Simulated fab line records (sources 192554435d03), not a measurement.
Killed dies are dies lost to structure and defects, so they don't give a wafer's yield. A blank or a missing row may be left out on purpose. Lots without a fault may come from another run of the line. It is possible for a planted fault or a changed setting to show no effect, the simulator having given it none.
What tool caused it? + flow n5_finfet + 72 wafers from 24 lots sampled at 6 of the route's 1938 steps

== WHAT THE GAUGES SHOWED, per wafer ==
The record holds no reading of a measuring or inspecting step that can be judged against a usual standard deviation.

== TOOL THAT RAN EACH LOT (tool first, then ch and the chambers of the sampled wafers, then the start) ==
| lot  | N5_MOL_CONTACT_COAG_SIL_ANNEAL_21 | N5_MOL_CONTACT_COAG_CO_FILL_22  | N5_MOL_CONTACT_COAG_ANNEAL_113   | N5_MOL_CONTACT_COAG_ETCHBACK_134   | N5_BEOL_M0_SAQP_ILD_DEP_01      | N5_BEOL_M0_SAQP_PECVD_03        |
|------|-----------------------------------|---------------------------------|----------------------------------|------------------------------------|---------------------------------|---------------------------------|
| L074 | rtp_anneal-01 ch 0, day 4 18:06   | cvd_co-02 ch 0,1, day 4 19:11   | rtp_anneal-01 ch 0, day 4 20:09  | rie_diel-02 ch 0,1,2, day 5 04:26  | pecvd-04 ch 0,1, day 5 09:35    | pecvd-04 ch 0,1, day 5 11:10    |
| L075 | rtp_anneal-02 ch 0, day 5 04:17   | cvd_co-01 ch 0,2, day 5 04:43   | rtp_anneal-01 ch 0, day 5 05:20  | rie_diel-06 ch 0,2,3, day 5 14:17  | pecvd-03 ch 0,2, day 5 18:59    | pecvd-03 ch 1,2, day 5 20:20    |
| L076 | rtp_anneal-01 ch 0, day 5 11:12   | cvd_co-02 ch 0,1,2, day 5 12:25 | rtp_anneal-02 ch 0, day 5 13:26  | rie_diel-02 ch 1,3, day 5 23:04    | pecvd-04 ch 0,1, day 6 04:05    | pecvd-04 ch 0,1, day 6 06:11    |
| L077 | rtp_anneal-01 ch 0, day 5 17:19   | cvd_co-01 ch 0,1,2, day 5 17:56 | rtp_anneal-02 ch 0, day 5 18:51  | rie_diel-02 ch 1,2,3, day 6 02:13  | pecvd-04 ch 0,1, day 6 07:05    | pecvd-03 ch 0,2, day 6 08:02    |
| L078 | rtp_anneal-01 ch 0, day 5 18:25   | cvd_co-02 ch 0, day 5 20:14     | rtp_anneal-01 ch 0, day 5 21:08  | rie_diel-06 ch 2,3, day 6 05:05    | pecvd-03 ch 0,1,2, day 6 10:04  | pecvd-03 ch 0,1, day 6 11:16    |
| L079 | rtp_anneal-02 ch 0, day 6 00:53   | cvd_co-01 ch 0,1, day 6 02:21   | rtp_anneal-02 ch 0, day 6 03:16  | rie_diel-06 ch 0,1,2, day 6 11:24  | pecvd-03 ch 0,1,2, day 6 16:04  | pecvd-03 ch 0,1,2, day 6 17:43  |
| L080 | rtp_anneal-01 ch 0, day 6 07:02   | cvd_co-01 ch 0,1, day 6 08:12   | rtp_anneal-01 ch 0, day 6 09:07  | rie_diel-02 ch 0,2, day 6 17:08    | pecvd-03 ch 1,2, day 6 21:50    | pecvd-03 ch 0,2, day 6 22:14    |
| L081 | rtp_anneal-01 ch 0, day 6 15:44   | cvd_co-02 ch 0,1,2, day 6 17:37 | rtp_anneal-02 ch 0, day 6 18:23  | rie_diel-02 ch 0,1,3, day 7 01:32  | pecvd-03 ch 0,1,2, day 7 06:13  | pecvd-04 ch 0, day 7 06:43      |
| L082 | rtp_anneal-01 ch 0, day 6 21:49   | cvd_co-02 ch 0,2, day 6 22:48   | rtp_anneal-02 ch 0, day 6 23:25  | rie_diel-02 ch 1,2, day 7 06:23    | pecvd-03 ch 0,1, day 7 11:04    | pecvd-04 ch 0,1, day 7 12:09    |
| L083 | rtp_anneal-01 ch 0, day 7 05:34   | cvd_co-01 ch 0,1, day 7 06:32   | rtp_anneal-02 ch 0, day 7 07:08  | rie_diel-03 ch 0,1,2, day 7 14:38  | pecvd-04 ch 0,1, day 7 19:20    | pecvd-01 ch 0,1,2, day 7 20:08  |
| L084 | rtp_anneal-01 ch 0, day 7 07:38   | cvd_co-01 ch 0,1, day 7 08:58   | rtp_anneal-01 ch 0, day 7 09:43  | rie_diel-06 ch 1,2,3, day 7 17:28  | pecvd-04 ch 0,1, day 7 22:19    | pecvd-01 ch 0,1,2, day 8 00:13  |
| L085 | rtp_anneal-02 ch 0, day 7 17:17   | cvd_co-01 ch 1,2, day 7 17:58   | rtp_anneal-01 ch 0, day 7 18:35  | rie_diel-06 ch 0,1,3, day 8 02:23  | pecvd-04 ch 0, day 8 07:04      | pecvd-01 ch 0,1,2, day 8 07:25  |
| L086 | rtp_anneal-02 ch 0, day 7 18:16   | cvd_co-01 ch 0,1, day 7 19:57   | rtp_anneal-02 ch 0, day 7 20:43  | rie_diel-06 ch 0,1,2, day 8 07:14  | pecvd-03 ch 1,2, day 8 12:00    | pecvd-04 ch 0,1, day 8 13:00    |
| L087 | rtp_anneal-01 ch 0, day 8 02:13   | cvd_co-02 ch 0,1,2, day 8 02:49 | rtp_anneal-01 ch 0, day 8 03:44  | rie_diel-06 ch 0,2,3, day 8 14:16  | pecvd-04 ch 0,1, day 8 18:58    | pecvd-04 ch 0,1, day 8 19:22    |
| L088 | rtp_anneal-01 ch 0, day 8 07:29   | cvd_co-02 ch 0,1,2, day 8 07:49 | rtp_anneal-02 ch 0, day 8 08:44  | rie_diel-06 ch 0,1,3, day 8 20:06  | pecvd-04 ch 0,1, day 9 00:47    | pecvd-04 ch 0,1, day 9 01:29    |
| L089 | rtp_anneal-02 ch 0, day 8 12:41   | cvd_co-01 ch 1,2, day 8 13:37   | rtp_anneal-02 ch 0, day 8 14:14  | rie_diel-03 ch 1,2,3, day 9 00:36  | pecvd-03 ch 1,2, day 9 05:16    | pecvd-03 ch 0,1, day 9 06:55    |
| L090 | rtp_anneal-01 ch 0, day 8 17:31   | cvd_co-01 ch 0,1,2, day 8 19:07 | rtp_anneal-01 ch 0, day 8 19:44  | rie_diel-02 ch 1,3, day 9 03:48    | pecvd-03 ch 1,2, day 9 08:28    | pecvd-01 ch 0,1, day 9 10:31    |
| L091 | rtp_anneal-02 ch 0, day 8 23:11   | cvd_co-02 ch 0,1,2, day 9 00:40 | rtp_anneal-01 ch 0, day 9 01:40  | rie_diel-06 ch 2,3, day 9 10:08    | pecvd-01 ch 0,1, day 9 14:50    | pecvd-04 ch 0,1,2, day 9 16:32  |
| L092 | rtp_anneal-02 ch 0, day 9 05:05   | cvd_co-02 ch 0,1, day 9 06:49   | rtp_anneal-01 ch 0, day 9 07:26  | rie_diel-06 ch 1,3, day 9 15:55    | pecvd-03 ch 1,2, day 9 20:35    | pecvd-01 ch 0,1, day 9 21:35    |
| L093 | rtp_anneal-02 ch 0, day 9 10:39   | cvd_co-02 ch 0,1,2, day 9 12:55 | rtp_anneal-01 ch 0, day 9 13:50  | rie_diel-03 ch 0,1,3, day 9 21:44  | pecvd-04 ch 0,1,2, day 10 02:24 | pecvd-03 ch 0,2, day 10 04:29   |
| L094 | rtp_anneal-02 ch 0, day 9 20:03   | cvd_co-01 ch 0,1,2, day 9 21:13 | rtp_anneal-02 ch 0, day 9 21:59  | rie_diel-06 ch 0,1, day 10 05:10   | pecvd-04 ch 1,2, day 10 09:50   | pecvd-01 ch 0,1, day 10 10:36   |
| L095 | rtp_anneal-01 ch 0, day 9 22:32   | cvd_co-01 ch 0,1,2, day 9 23:07 | rtp_anneal-02 ch 0, day 9 23:49  | rie_diel-03 ch 0,2,3, day 10 10:08 | pecvd-03 ch 0,1,2, day 10 14:48 | pecvd-01 ch 0,1,2, day 10 15:38 |
| L096 | rtp_anneal-02 ch 0, day 10 04:41  | cvd_co-01 ch 0,1, day 10 07:39  | rtp_anneal-02 ch 0, day 10 08:16 | rie_diel-06 ch 0,1,3, day 10 16:16 | pecvd-03 ch 0,2, day 10 20:57   | pecvd-03 ch 0,1,2, day 10 23:34 |
| L097 | rtp_anneal-01 ch 0, day 10 10:00  | cvd_co-02 ch 1,2, day 10 11:12  | rtp_anneal-02 ch 0, day 10 12:07 | rie_diel-06 ch 1,2, day 10 21:02   | pecvd-03 ch 0,2, day 11 01:43   | pecvd-03 ch 0,1, day 11 04:56   |
- N5_MOL_CONTACT_COAG_SIL_ANNEAL_21: time 60 s.
- N5_MOL_CONTACT_COAG_CO_FILL_22: material Co, precursor CCTBA/H2, target thk 20 nm.
- N5_MOL_CONTACT_COAG_ANNEAL_113: time 300 s.
- N5_MOL_CONTACT_COAG_ETCHBACK_134: etches SiO2 in CHF3, target depth 10 nm, time 6.7 s.
- N5_BEOL_M0_SAQP_ILD_DEP_01: deposits SiOC from DEMS/O2, target thk 45.419 nm, time 8.7 s.
- N5_BEOL_M0_SAQP_PECVD_03: deposits SiCN from 3MS/NH3, target thk 12 nm, time 21.1 s.

== WHAT THE TOOLS THEMSELVES READ (means of the sampled wafers that have a number; where no wafer has one, the mark that the record gives instead) ==
N5_MOL_CONTACT_COAG_SIL_ANNEAL_21. Usual: lamp_power_pct 6.05 %, standard deviation 0.17; lamp_zone_2_pct 6.05 %, standard deviation 0.17; wafer_temp_C_max 552.1, standard deviation 0.45.
| lot  | tool          | lamp_power_pct (%) | lamp_zone_2_pct (%) | wafer_temp_C_max | flag |
|------|---------------|--------------------|---------------------|------------------|------|
| L074 | rtp_anneal-01 | 6.20               | 6.19                | 552.2            |      |
| L075 | rtp_anneal-02 | 5.85               | 5.85                | 552.9            |      |
| L076 | rtp_anneal-01 | 6.20               | 6.20                | 552.0            |      |
| L077 | rtp_anneal-01 | 6.20               | 6.20                | 552.4            |      |
| L078 | rtp_anneal-01 | 6.20               | 6.20                | 551.9            |      |
| L079 | rtp_anneal-02 | 5.85               | 5.85                | 551.6            |      |
| L080 | rtp_anneal-01 | 6.20               | 6.20                | 552.0            |      |
| L081 | rtp_anneal-01 | 6.20               | 6.19                | 552.4            |      |
| L082 | rtp_anneal-01 | 6.20               | 6.20                | 552.0            |      |
| L083 | rtp_anneal-01 | 6.20               | 6.20                | 552.6            |      |
| L084 | rtp_anneal-01 | 6.20               | 6.20                | 552.2            |      |
| L085 | rtp_anneal-02 | 5.85               | 5.85                | 552.4            |      |
| L086 | rtp_anneal-02 | 5.85               | 5.85                | 552.1            |      |
| L087 | rtp_anneal-01 | 6.21               | 6.20                | 552.4            |      |
| L088 | rtp_anneal-01 | 6.20               | 6.19                | 552.0            |      |
| L089 | rtp_anneal-02 | 5.86               | 5.85                | 551.9            |      |
| L090 | rtp_anneal-01 | 6.20               | 6.20                | 552.1            |      |
| L091 | rtp_anneal-02 | 5.85               | 5.85                | 552.1            |      |
| L092 | rtp_anneal-02 | 5.86               | 5.85                | 552.1            |      |
| L093 | rtp_anneal-02 | 5.85               | 5.86                | 551.9            |      |
| L094 | rtp_anneal-02 | 5.86               | 5.85                | 551.7            |      |
| L095 | rtp_anneal-01 | 6.20               | 6.20                | 552.3            |      |
| L096 | rtp_anneal-02 | 5.85               | 5.85                | 552.3            |      |
| L097 | rtp_anneal-01 | 6.20               | 6.20                | 552.1            |      |

N5_MOL_CONTACT_COAG_CO_FILL_22. Usual: heater_power_w at 260 W, with a standard deviation of 12.
| lot  | tool      | heater_power_w (W) | flag |
|------|-----------|--------------------|------|
| L074 | cvd_co-02 | 273                |      |
| L075 | cvd_co-01 | 255                |      |
| L076 | cvd_co-02 | 263                |      |
| L077 | cvd_co-01 | 258                |      |
| L078 | cvd_co-02 | 274                |      |
| L079 | cvd_co-01 | 264                |      |
| L080 | cvd_co-01 | 258                |      |
| L081 | cvd_co-02 | 259                |      |
| L082 | cvd_co-02 | 255                |      |
| L083 | cvd_co-01 | 259                |      |
| L084 | cvd_co-01 | 262                |      |
| L085 | cvd_co-01 | 266                |      |
| L086 | cvd_co-01 | 255                |      |
| L087 | cvd_co-02 | 260                |      |
| L088 | cvd_co-02 | 259                |      |
| L089 | cvd_co-01 | 262                |      |
| L090 | cvd_co-01 | 261                |      |
| L091 | cvd_co-02 | 261                |      |
| L092 | cvd_co-02 | 259                |      |
| L093 | cvd_co-02 | 260                |      |
| L094 | cvd_co-01 | 260                |      |
| L095 | cvd_co-01 | 259                |      |
| L096 | cvd_co-01 | 259                |      |
| L097 | cvd_co-02 | 244                |      |

N5_MOL_CONTACT_COAG_ANNEAL_113. Usual: anneal_temp_c 400.02 C, standard deviation 0.22; lamp_power_pct 2.58 %, standard deviation 0.074; lamp_zone_2_pct 2.58 %, standard deviation 0.074; wafer_temp_C_max 401.6, standard deviation 0.31.
| lot  | tool          | anneal_temp_c (C) | lamp_power_pct (%) | lamp_zone_2_pct (%) | wafer_temp_C_max | flag |
|------|---------------|-------------------|--------------------|---------------------|------------------|------|
| L074 | rtp_anneal-01 | 399.82            | 2.67               | 2.67                | 401.2            |      |
| L075 | rtp_anneal-01 | 400.25            | 2.67               | 2.66                | 401.6            |      |
| L076 | rtp_anneal-02 | 400.20            | 2.51               | 2.51                | 401.8            |      |
| L077 | rtp_anneal-02 | 399.83            | 2.51               | 2.52                | 401.3            |      |
| L078 | rtp_anneal-01 | 399.77            | 2.66               | 2.66                | 401.4            |      |
| L079 | rtp_anneal-02 | 400.22            | 2.52               | 2.52                | 401.5            |      |
| L080 | rtp_anneal-01 | 399.85            | 2.66               | 2.66                | 401.6            |      |
| L081 | rtp_anneal-02 | 400.16            | 2.52               | 2.51                | 401.7            |      |
| L082 | rtp_anneal-02 | 399.96            | 2.52               | 2.52                | 401.5            |      |
| L083 | rtp_anneal-02 | 400.18            | 2.52               | 2.52                | 401.7            |      |
| L084 | rtp_anneal-01 | 400.03            | 2.67               | 2.67                | 401.6            |      |
| L085 | rtp_anneal-01 | 400.30            | 2.67               | 2.66                | 401.6            |      |
| L086 | rtp_anneal-02 | 399.84            | 2.52               | 2.52                | 401.4            |      |
| L087 | rtp_anneal-01 | 400.32            | 2.67               | 2.66                | 401.5            |      |
| L088 | rtp_anneal-02 | 399.87            | 2.52               | 2.51                | 401.7            |      |
| L089 | rtp_anneal-02 | 400.14            | 2.52               | 2.52                | 401.6            |      |
| L090 | rtp_anneal-01 | 400.09            | 2.67               | 2.66                | 401.9            |      |
| L091 | rtp_anneal-01 | 399.61            | 2.66               | 2.67                | 401.2            |      |
| L092 | rtp_anneal-01 | 399.97            | 2.66               | 2.67                | 401.6            |      |
| L093 | rtp_anneal-01 | 400.20            | 2.66               | 2.66                | 401.5            |      |
| L094 | rtp_anneal-02 | 400.01            | 2.52               | 2.52                | 401.4            |      |
| L095 | rtp_anneal-02 | 400.14            | 2.52               | 2.52                | 401.8            |      |
| L096 | rtp_anneal-02 | 400.15            | 2.52               | 2.51                | 401.6            |      |
| L097 | rtp_anneal-02 | 399.96            | 2.52               | 2.52                | 401.7            |      |

N5_MOL_CONTACT_COAG_ETCHBACK_134. Usual: bias_w 170.0 W, standard deviation 0.47; drypump_motor_current_A 5.9 A, standard deviation 0.55; oes_ar_750_au 0.73 a.u., standard deviation 0.07; oes_f_703_au 0.74 a.u., standard deviation 0.071; oes_product_au 0.73 a.u., standard deviation 0.075; rf_vpp_V 526 V, standard deviation 11; showerhead_plenum_p_Torr 2.40 Torr, standard deviation 0.08; throttle_valve_pct 18.71 %, standard deviation 0.22.
| lot  | tool        | bias_w (W) | drypump_motor_current_A (A) | oes_ar_750_au (a.u.) | oes_f_703_au (a.u.) | oes_product_au (a.u.) | rf_vpp_V (V) | showerhead_plenum_p_Torr (Torr) | throttle_valve_pct (%) | flag |
|------|-------------|------------|-----------------------------|----------------------|---------------------|-----------------------|--------------|---------------------------------|------------------------|------|
| L074 | rie_diel-02 | 169.9      | 5.6                         | 0.72                 | 0.72                | 0.71                  | 521          | 2.33                            | 18.75                  |      |
| L075 | rie_diel-06 | 169.8      | 6.3                         | 0.72                 | 0.72                | 0.73                  | 536          | 2.46                            | 18.70                  |      |
| L076 | rie_diel-02 | 169.7      | 6.1                         | 0.74                 | 0.74                | 0.75                  | 517          | 2.30                            | 18.58                  |      |
| L077 | rie_diel-02 | 170.0      | 5.7                         | 0.73                 | 0.73                | 0.72                  | 519          | 2.33                            | 18.72                  |      |
| L078 | rie_diel-06 | 170.2      | 6.4                         | 0.71                 | 0.70                | 0.70                  | 533          | 2.45                            | 18.70                  |      |
| L079 | rie_diel-06 | 170.0      | 5.7                         | 0.72                 | 0.73                | 0.73                  | 531          | 2.45                            | 18.74                  |      |
| L080 | rie_diel-02 | 170.5      | 5.8                         | 0.91                 | 0.91                | 0.91                  | 530          | 2.49                            | 18.37                  |      |
| L081 | rie_diel-02 | 170.4      | 6.0                         | 0.81                 | 0.81                | 0.82                  | 522          | 2.39                            | 18.53                  |      |
| L082 | rie_diel-02 | 170.3      | 5.3                         | 0.71                 | 0.71                | 0.70                  | 521          | 2.36                            | 18.87                  |      |
| L083 | rie_diel-03 | 169.8      | 5.5                         | 0.73                 | 0.75                | 0.73                  | 517          | 2.37                            | 18.83                  |      |
| L084 | rie_diel-06 | 169.5      | 6.1                         | 0.70                 | 0.70                | 0.69                  | 525          | 2.46                            | 18.73                  |      |
| L085 | rie_diel-06 | 170.1      | 6.0                         | 0.72                 | 0.72                | 0.71                  | 529          | 2.46                            | 18.75                  |      |
| L086 | rie_diel-06 | 169.7      | 5.8                         | 0.71                 | 0.71                | 0.70                  | 531          | 2.45                            | 18.76                  |      |
| L087 | rie_diel-06 | 169.7      | 6.3                         | 0.70                 | 0.70                | 0.70                  | 536          | 2.45                            | 18.74                  |      |
| L088 | rie_diel-06 | 170.2      | 6.0                         | 0.71                 | 0.72                | 0.70                  | 529          | 2.45                            | 18.75                  |      |
| L089 | rie_diel-03 | 170.2      | 5.9                         | 0.73                 | 0.74                | 0.72                  | 518          | 2.33                            | 18.82                  |      |
| L090 | rie_diel-02 | 170.1      | 6.1                         | 0.72                 | 0.72                | 0.72                  | 516          | 2.29                            | 18.64                  |      |
| L091 | rie_diel-06 | 169.6      | 6.4                         | 0.69                 | 0.69                | 0.68                  | 534          | 2.44                            | 18.74                  |      |
| L092 | rie_diel-06 | 169.9      | 6.2                         | 0.70                 | 0.70                | 0.69                  | 524          | 2.45                            | 18.76                  |      |
| L093 | rie_diel-03 | 170.0      | 5.6                         | 0.80                 | 0.80                | 0.79                  | 522          | 2.35                            | 18.75                  |      |
| L094 | rie_diel-06 | 170.3      | 5.4                         | 0.71                 | 0.72                | 0.70                  | 524          | 2.45                            | 18.79                  |      |
| L095 | rie_diel-03 | 169.8      | 5.5                         | 0.77                 | 0.77                | 0.77                  | 517          | 2.28                            | 18.56                  |      |
| L096 | rie_diel-06 | 169.8      | 6.0                         | 0.70                 | 0.70                | 0.70                  | 528          | 2.45                            | 18.79                  |      |
| L097 | rie_diel-06 | 170.1      | 5.5                         | 0.69                 | 0.70                | 0.68                  | 521          | 2.45                            | 18.78                  |      |

N5_BEOL_M0_SAQP_ILD_DEP_01. Usual: heater_power_w 454 W, standard deviation 52; showerhead_plenum_p_Torr 5.695 Torr, standard deviation 0.013; throttle_valve_pct 11.7 %, standard deviation 0.78.
| lot  | tool     | heater_power_w (W) | showerhead_plenum_p_Torr (Torr) | throttle_valve_pct (%) | flag |
|------|----------|--------------------|---------------------------------|------------------------|------|
| L074 | pecvd-04 | 375                | 5.703                           | 12.0                   |      |
| L075 | pecvd-03 | 469                | 5.699                           | 11.3                   |      |
| L076 | pecvd-04 | 448                | 5.695                           | 11.6                   |      |
| L077 | pecvd-04 | 397                | 5.695                           | 12.1                   |      |
| L078 | pecvd-03 | 453                | 5.693                           | 11.6                   |      |
| L079 | pecvd-03 | 454                | 5.686                           | 11.6                   |      |
| L080 | pecvd-03 | 466                | 5.687                           | 11.2                   |      |
| L081 | pecvd-03 | 481                | 5.694                           | 11.7                   |      |
| L082 | pecvd-03 | 459                | 5.689                           | 12.4                   |      |
| L083 | pecvd-04 | 401                | 5.702                           | 11.8                   |      |
| L084 | pecvd-04 | 477                | 5.694                           | 11.8                   |      |
| L085 | pecvd-04 | 397                | 5.696                           | 12.4                   |      |
| L086 | pecvd-03 | 524                | 5.686                           | 11.2                   |      |
| L087 | pecvd-04 | 443                | 5.687                           | 12.1                   |      |
| L088 | pecvd-04 | 438                | 5.701                           | 11.8                   |      |
| L089 | pecvd-03 | 515                | 5.691                           | 10.8                   |      |
| L090 | pecvd-03 | 495                | 5.689                           | 11.3                   |      |
| L091 | pecvd-01 | 508                | 5.687                           | 12.0                   |      |
| L092 | pecvd-03 | 519                | 5.698                           | 11.0                   |      |
| L093 | pecvd-04 | 420                | 5.682                           | 11.7                   |      |
| L094 | pecvd-04 | 485                | 5.701                           | 11.4                   |      |
| L095 | pecvd-03 | 465                | 5.687                           | 11.8                   |      |
| L096 | pecvd-03 | 454                | 5.702                           | 12.2                   |      |
| L097 | pecvd-03 | 480                | 5.701                           | 11.2                   |      |

N5_BEOL_M0_SAQP_PECVD_03. Usual: showerhead_plenum_p_Torr 3.662 Torr, standard deviation 0.012; throttle_valve_pct 8.9 %, standard deviation 0.56.
| lot  | tool     | showerhead_plenum_p_Torr (Torr) | throttle_valve_pct (%) | flag |
|------|----------|---------------------------------|------------------------|------|
| L074 | pecvd-04 | 3.668                           | 9.0                    |      |
| L075 | pecvd-03 | 3.663                           | 8.4                    |      |
| L076 | pecvd-04 | 3.666                           | 8.9                    |      |
| L077 | pecvd-03 | 3.674                           | 8.5                    |      |
| L078 | pecvd-03 | 3.656                           | 9.0                    |      |
| L079 | pecvd-03 | 3.663                           | 8.7                    |      |
| L080 | pecvd-03 | 3.676                           | 8.5                    |      |
| L081 | pecvd-04 | 3.661                           | 9.3                    |      |
| L082 | pecvd-04 | 3.665                           | 9.0                    |      |
| L083 | pecvd-01 | 3.654                           | 9.0                    |      |
| L084 | pecvd-01 | 3.656                           | 9.0                    |      |
| L085 | pecvd-01 | 3.655                           | 9.0                    |      |
| L086 | pecvd-04 | 3.670                           | 8.9                    |      |
| L087 | pecvd-04 | 3.668                           | 9.0                    |      |
| L088 | pecvd-04 | 3.669                           | 9.2                    |      |
| L089 | pecvd-03 | 3.660                           | 9.2                    |      |
| L090 | pecvd-01 | 3.652                           | 9.2                    |      |
| L091 | pecvd-04 | 3.660                           | 9.0                    |      |
| L092 | pecvd-01 | 3.647                           | 8.7                    |      |
| L093 | pecvd-03 | 3.668                           | 9.1                    |      |
| L094 | pecvd-01 | 3.650                           | 9.2                    |      |
| L095 | pecvd-01 | 3.649                           | 8.8                    |      |
| L096 | pecvd-03 | 3.672                           | 8.8                    |      |
| L097 | pecvd-03 | 3.663                           | 8.9                    |      |

== THE ANSWER, worked out from the rows above alone ==
Rule: a lot counts as off when the mean over its wafers that have a number is more than 3 standard deviations away from the usual mean. Also off: a lot with no number at a reading for which 4 or more lots have one. Where the step has rows for the other lots, those lots are counted as sound. Order of review: gauges by route order, followed by the tools' own readings, for which a lot's mean as printed above is used. At the first step where some lot is off, the reading lying furthest off is the one used; lots without a number count as furthest.
No lot is off at any reading shown: from this, nothing can be told.

== WHAT THE SIMULATOR PUT IN ==
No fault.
